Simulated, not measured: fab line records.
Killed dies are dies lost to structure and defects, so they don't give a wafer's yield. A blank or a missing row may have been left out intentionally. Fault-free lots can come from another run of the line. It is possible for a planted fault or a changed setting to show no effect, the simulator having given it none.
8D (eight disciplines) problem report, filled in by code || flow nand_harc || the parts of the form that need people (team, actions taken, sign-off) are left out

## 1. THE ISSUE
A mean of 292.3 W is read at NHARC_P_GATE_ETCH_104 for rf_fwd_power_W, taken on 1 wafer of 1 lot, against 492.6 W (standard deviation 2.6) on wafers free of any fault. That puts it -77 standard deviations away from the usual mean.
The step: etches the open film in CF4/CHF3, target depth 60 nm.
Seen first at day 8 15:24 on rie_diel-01, wafer L964.3. The record holds 36 wafers of 12 lots with a number at this step. The rule behind "out" and "out of limits": a value lying over 4 standard deviations away from the usual mean. All remaining wafers that have a number are taken as sound.

## 2. WHAT IT IS; WHAT IT IS NOT
{"question": "which readings at this step", "is": "rf_fwd_power_W, oes_product_au", "is not": "cf4_flow_sccm, drypump_motor_current_A, rf_vpp_V, showerhead_plenum_p_Torr, throttle_valve_pct"}
{"question": "which lots", "is": "L964", "is not": "L958, L959, L960, L961, L966, L972, L974, L976, L977, L978, L979"}
{"question": "which wafers of those lots", "is": "L964.3", "is not": "L964.2, L964.5"}
{"question": "read on which tools", "is": "rie_diel-01", "is not": "rie_diel-07, rie_diel-13"}
{"question": "when", "is": "from day 8 15:24", "is not": "up to then (14 sound wafers); but 21 sound wafers of L966, L972, L974, L976, L977, L978, L979 came after"}

## 3. WHAT RULES OUT EACH SUSPECT
Counting: a tool at a process step up to the reading stays a suspect if it ran every lot that is out. Sound lots after the first of them don't rule it out here, since some wafers of a struck lot are sound.
- acl_dep-03 at NHARC_P_GATE_HM_DEP_102 (deposits aC, target thk 120 nm): kept. It ran the lot that is out, L964 (day 8 13:53).
- rie_diel-01 at NHARC_P_GATE_ETCH_104 (etches the open film in CF4/CHF3, target depth 60 nm): kept. It processed L964, the lot that is out, at day 8 15:24, and its most recent sound lot before then was L958 at day 5 22:28. Its own oes_product_au, rf_fwd_power_W readings are out on those wafers.
- The sound lot-mates ran in chamber 3 of rie_diel-01 at NHARC_P_GATE_ETCH_104, but the wafers that are out ran in chamber 2.
Left after counting: acl_dep-03 at NHARC_P_GATE_HM_DEP_102, rie_diel-01 at NHARC_P_GATE_ETCH_104.

## 4. THE CAUSE (what the simulator had put in)
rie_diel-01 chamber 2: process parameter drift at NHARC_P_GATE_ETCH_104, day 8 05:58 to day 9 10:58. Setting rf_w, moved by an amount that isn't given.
Counting leaves 2 suspects; this tool is one of them.

## 5. THE EFFECT CHAIN, in route order
One row per reading whose mean, taken over the struck wafers that have a number, lies over 3 standard deviations from the usual. Readings are gone through only where the record gives a usual standard deviation; hours: the median, over the lots, of the time from a lot's start at the first step in this table giving one to that lot's start at this step; sigmas: the change measured in usual standard deviations.
{"hours": 0, "step": "NHARC_P_GATE_ETCH_104", "reading": "oes_product_au", "usual": "0.949 a.u.", "on struck wafers": 0.711, "change": -0.238, "sigmas": -12}
{"hours": 0, "step": "NHARC_P_GATE_ETCH_104", "reading": "rf_fwd_power_W", "usual": "492.6 W", "on struck wafers": 292.3, "change": -200.3, "sigmas": -77}
Its process steps:
- NHARC_P_GATE_ETCH_104: etches the open film in CF4/CHF3, target depth 60 nm.

## 6. HOW IT WOULD HAVE BEEN CAUGHT EARLIER
The fault began at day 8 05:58; the first out-of-limits reading in this record came at day 8 15:24, 9 hours later.
